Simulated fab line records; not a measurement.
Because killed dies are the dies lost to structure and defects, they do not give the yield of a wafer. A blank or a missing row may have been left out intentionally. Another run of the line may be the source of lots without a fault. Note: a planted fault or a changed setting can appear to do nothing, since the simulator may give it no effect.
Matching of chambers -- flow n5-finfet -- rie-diel-04 running N5_BEOL_M3_DESCUM_33: 3 sister chambers
The step chemistry O2, time 7 s. 16 wafers are shown with their chamber, then 7 later ones without.

WAFERS WITH THEIR CHAMBER
wafer,chamber,throttle-valve-pct (%),showerhead-plenum-p-Torr (Torr),oes-product-au (a.u.)
L074.3,3,20.78,1.99,0.71
L074.4,0,20.84,2.08,0.72
L074.5,0,20.83,2.08,0.72
L077.1,1,20.21,2.15,0.73
L077.3,3,20.77,1.99,0.70
L077.6,0,20.83,2.08,0.71
L079.1,1,20.22,2.15,0.74
L079.3,3,20.78,1.99,0.71
L079.5,1,20.24,2.15,0.74
L081.1,3,20.76,1.99,0.70
L081.3,1,20.22,2.15,0.73
L081.6,1,20.22,2.15,0.73
L086.2,0,20.86,2.08,0.71
L086.3,3,20.78,1.98,0.69
L086.6,3,20.79,1.98,0.70
L091.1,0,20.87,2.07,0.71

SIGNATURES (means of the wafers above)
reading,chamber 0,chamber 1,chamber 3,scatter within a chamber
throttle-valve-pct,20.8460,20.2220,20.7767,0.0134
showerhead-plenum-p-Torr,2.0780,2.1500,1.9867,0.00405
oes-product-au,0.7140,0.7340,0.7017,0.00634
Rule: a wafer lies at a distance from a chamber equal to the root of the sum of squares, over the readings, of (its reading less the chamber's mean, divided by the reading's scatter). The wafer belongs to the nearest chamber; if the next one is less than 2 further off, it can't be placed. The scatter: the root of (the sum of the squares of (reading less its chamber's mean) over the shown wafers, divided by (wafers less chambers)).

WAFERS WITH NO CHAMBER GIVEN
wafer,throttle-valve-pct (%),showerhead-plenum-p-Torr (Torr),oes-product-au (a.u.)
L091.4,20.80,1.98,0.70
L091.5,20.25,2.14,0.72
L092.2,20.28,2.14,0.72
L092.4,20.80,1.98,0.69
L092.6,20.80,1.98,0.69
L096.1,20.81,1.98,0.69
L096.5,20.86,2.07,0.70

EACH ONE'S CHAMBER
wafer,from the rows above,in truth
L091.4,3,3
L091.5,1,1
L092.2,1,1
L092.4,3,3
L092.6,3,3
L096.1,3,3
L096.5,0,0
Correct placement for 7 of the 7. From these rows, 0 cannot be placed. Number placed wrongly: 0.
